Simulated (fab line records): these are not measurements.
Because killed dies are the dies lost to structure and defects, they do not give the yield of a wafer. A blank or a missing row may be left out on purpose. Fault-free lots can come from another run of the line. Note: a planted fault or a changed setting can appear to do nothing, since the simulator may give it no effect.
A lot that was struck, set against a sound lot	flow n5Finfet	37 steps out of a route of 1938
Sound: wafers L163.2, L163.3, L163.5. Struck: wafer L170.6 (left out: L170.1, L170.2 of the same lot, which were not struck); the cause appears at the end.
Per side, at each step with rows, come the tool, then ch with its chambers, and then its first start. Under that, the readings that differ: sound wafers	struck wafers	difference of the means	sigmas: that difference in standard deviations of wafers without a fault.
alike: same words and numbers on both sides, and readings whose means sit less than 2 such deviations apart. not compared: any withheld reading, any reading some wafer has no value for, any bound like >300 that may hide the same value, and any number with overlapping values for which the record gives no deviation.
The two part at a step that has a row with sigmas, a row that says differs or no value, or rows on one side only. Non-overlapping numbers with no deviation appear without sigmas and do not part them. A reading missing from all wafers of one side parts the sides only when that side holds two or more wafers.

first, 9 steps without rows for these wafers: N5_BEOL_M1_ANNEAL_95 (time 240 s); N5_BEOL_M1_SPUTTER_96 (material Cu, target thk 4.5 nm, time 8.29 s); N5_BEOL_M1_ECD_50 (material Cu, target thk 300 nm); N5_BEOL_M1_ANNEAL_51 (time 90 s); N5_BEOL_M1_CMP_52 (polishes, stops on SiOC, t overpolish 6.8 s, target thk 40 nm); N5_BEOL_M1_PRE_CLEAN_60 (time 15 s); N5_BEOL_M1_CO_CAP_55 (material Co, precursor CCTBA/H2, target thk 2 nm, time 102.1 s); N5_BEOL_M1_PRE_CLEAN_56 (time 15 s); N5_BEOL_M1_DEP_57 (deposits SiCN from 3MS/NH3, target thk 8 nm, time 14 s).
N5_BEOL_M2_ILD_DEP_00: deposits SiOC from DEMS/O2, target thk 79 nm, time 15.3 s.
  sound on pecvd-01 ch 1,2, day 7 07:40; struck on pecvd-01 ch 2, day 9 17:27
reading	sound	struck	difference	sigmas
model.SiOC_of_BEOL_M2_ILD_DEP_00.thkNm (nm)	78 78.6 80.2	82.2	+3.3	
  alike: heaterPowerW, showerheadPlenumPTorr, throttleValvePct
N5_BEOL_M2_THK_MEAS_01:
  sound on filmMetro-02 at day 7 07:44; struck on filmMetro-02 at day 9 17:31
reading	sound	struck	difference	sigmas
M2_ILD_THK (nm)	78.1 78.6 80.1	82.2	+3.3	+4
then, 24 steps without rows for these wafers: N5_BEOL_M2_PECVD_72 (deposits SiO2 from TEOS/O2, target thk 16 nm, time 18 s); N5_BEOL_M2_HM_DEP_02 (deposits TiN, target thk 20 nm); N5_BEOL_M2_COAT_61 (time 60 s, resist thk 60 nm); N5_BEOL_M2_COAT_62 (time 60 s, resist thk 12 nm); N5_BEOL_M2_COAT_73 (time 60 s, resist thk 5 nm); N5_BEOL_M2_COAT_05 (resist thk 30 nm); N5_BEOL_M2_EBR_07; N5_BEOL_M2_SOFTBAKE_06 (time 60 s); N5_BEOL_M2_EXPOSE_08 (exposes mask M2); N5_BEOL_M2_PEB_09 (peb time 60 s); N5_BEOL_M2_DEVELOP_10 (develop time 30 s); N5_BEOL_M2_DESCUM_16 (chemistry O2, time 7 s); N5_BEOL_M2_ETCH_74 (etches underlayer in N2/H2, target depth 6.5 nm, time 5.2 s); N5_BEOL_M2_ETCH_63 (etches SiARC in CF4, target depth 15.6 nm, time 26 s); N5_BEOL_M2_ETCH_64 (etches SOC in N2/H2, target depth 75 nm, overetch 22.5 nm, time 121.9 s); N5_BEOL_M2_STRIP_65 (strips in N2/H2); N5_BEOL_M2_STRIP_75 (strips in N2/H2); N5_BEOL_M2_STRIP_66 (strips in CF4); N5_BEOL_M2_HM_OPEN_17 (chemistry Cl2/BCl3, target TiN, target depth 20 nm, overetch 6 nm); N5_BEOL_M2_STRIP_19 (strips in O2); N5_BEOL_M2_COAT_67 (time 60 s, resist thk 60 nm); N5_BEOL_M2_COAT_68 (time 60 s, resist thk 12 nm); N5_BEOL_M2_COAT_76 (time 60 s, resist thk 5 nm); N5_BEOL_M2_COAT_22 (resist thk 30 nm).
N5_BEOL_M2_CMP_52: polishes, stops on SiOC, t overpolish 6.8 s, target thk 40 nm.
  sound on cmp-01 ch 1,2,3, day 8 15:11; struck on cmp-01 ch 0, day 10 13:41
reading	sound	struck	difference	sigmas
barrierFieldEndpointS (s)	24.1 24.4 23.6	25.3	+1.3	+2
model.SiOC_of_BEOL_M2_ILD_DEP_00.thkNm (nm)	75 75.6 77.2	79.2	+3.3	
  alike: edgeZonePressureFrac, headPressurePsi, motorCurrentA, overpolishRunS, retainingRingPressureFrac, timeToEndpointS
N5_BEOL_M4_RC_MEAS_101:
  sound on prober-02 ch 0, day 10 13:40; struck on prober-01 ch 0, day 11 23:53
reading	sound	struck	difference	sigmas
ION_P (uA/um)	447 457 458	473	+19	+3
SS_N (mV/dec)	72.1 73.3 73.0	71.5	-1.3	-2
  alike: DIBL_N, DIBL_P, IOFF_N, IOFF_P, ION_N, SS_P, VT_N, VT_P

WHERE THEY PART
Earliest at N5_BEOL_M2_THK_MEAS_01; latest, in this record, at N5_BEOL_M4_RC_MEAS_101.

WHY: what had been put in by the simulator
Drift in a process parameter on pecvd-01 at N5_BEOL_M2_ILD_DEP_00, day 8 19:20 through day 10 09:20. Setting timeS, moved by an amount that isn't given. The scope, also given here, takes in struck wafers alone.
